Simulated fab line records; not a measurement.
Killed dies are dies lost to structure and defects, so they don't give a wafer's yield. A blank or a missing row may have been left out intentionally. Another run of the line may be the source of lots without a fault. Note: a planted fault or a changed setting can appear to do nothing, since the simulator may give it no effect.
Chamber matching	flow n5 finfet	N5_BEOL_M6_DESCUM_33 on rie diel-04: 4 sister chambers
The step chemistry O2, time 7 s. 4 wafers are shown with their chamber, then 12 later ones without.

== EACH WAFER AND ITS CHAMBER ==
wafer	chamber	throttle valve pct (%)
L083.5	3	20.59
L086.3	1	20.58
L089.4	0	20.42
L089.5	2	20.11

== WAFERS WHOSE CHAMBER IS MISSING ==
wafer	throttle valve pct (%)
L090.2	20.62
L090.3	20.42
L090.5	20.59
L093.3	20.13
L093.5	20.43
L093.6	20.12
L096.2	20.61
L096.4	20.64
L096.5	20.15
L097.3	20.63
L097.5	20.14
L097.6	20.63

== THE CHAMBER EACH PASSED THROUGH ==
wafer	from the rows above	in truth
L090.2	can't be placed: 3 or 1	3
L090.3	0	0
L090.5	can't be placed: 3 or 1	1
L093.3	2	2
L093.5	0	0
L093.6	2	2
L096.2	can't be placed: 3 or 1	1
L096.4	can't be placed: 3 or 1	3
L096.5	2	2
L097.3	can't be placed: 3 or 1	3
L097.5	2	2
L097.6	can't be placed: 3 or 1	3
Placed correctly: 6 of 12. From these rows, 6 cannot be placed; in 6 the true chamber is one of the candidates. Placed wrongly: 0.
How it was worked out, from the rows above alone: a wafer's distance from a chamber is the root of the sum, over the readings, of the square of ((its reading less the chamber's mean) divided by the reading's scatter). If the next closest chamber is less than 2 further off than the closest, the wafer can't be placed; otherwise it belongs to the closest. The mean given for a chamber averages the wafers shown for that chamber. The scatter: with one shown wafer a chamber, the root of the mean of the squares of how far each hidden wafer lies from its nearest shown one.
